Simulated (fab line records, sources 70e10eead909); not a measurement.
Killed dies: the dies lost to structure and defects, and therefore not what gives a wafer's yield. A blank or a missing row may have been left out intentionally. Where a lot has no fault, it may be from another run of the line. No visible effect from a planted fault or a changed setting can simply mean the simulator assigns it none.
Matching of chambers    flow nand-harc    NHARC_A_DECK1_JOINT_DEP_16 on pecvd-01 has 3 sister chambers
The step deposits SiO2, target thk 45 nm. 6 wafers are shown with their chamber, then 7 later ones without.

## WAFERS, EACH WITH ITS CHAMBER
wafer   chamber  throttle-valve-pct (%)  heater-power-w (W)
L693.1  2        14.5                    421
L693.4  2        14.5                    411
L699.1  1        17.1                    506
L699.4  0        16.3                    412
L698.1  1        17.1                    486
L698.3  0        16.4                    355

## WAFERS WHOSE CHAMBER IS MISSING
wafer   throttle-valve-pct (%)  heater-power-w (W)
L698.4  17.0                    488
L700.2  14.5                    510
L700.3  17.1                    540
L700.4  17.1                    537
L704.1  14.5                    558
L704.4  14.7                    570
L704.6  16.4                    397

## WHICH CHAMBER EACH WENT THROUGH
wafer   from the rows above  in truth
L698.4  1                    1
L700.2  2                    2
L700.3  1                    1
L700.4  1                    1
L704.1  2                    2
L704.4  2                    2
L704.6  0                    0
Correct placement for 7 of the 7. Number that these rows cannot place: 0. Number placed wrongly: 0.
How it was worked out, from the rows above alone: a wafer's distance from a chamber is the root of the sum, over the readings, of the square of ((its reading less the chamber's mean) divided by the reading's scatter). The wafer belongs to the nearest chamber; if the next one is less than 2 further off, it can't be placed. For every chamber, the mean is computed from those of its wafers that are shown. How the scatter is found: for the shown wafers, subtract from each reading the mean of its chamber, square and add these, divide the total by (wafers less chambers), then take the root.
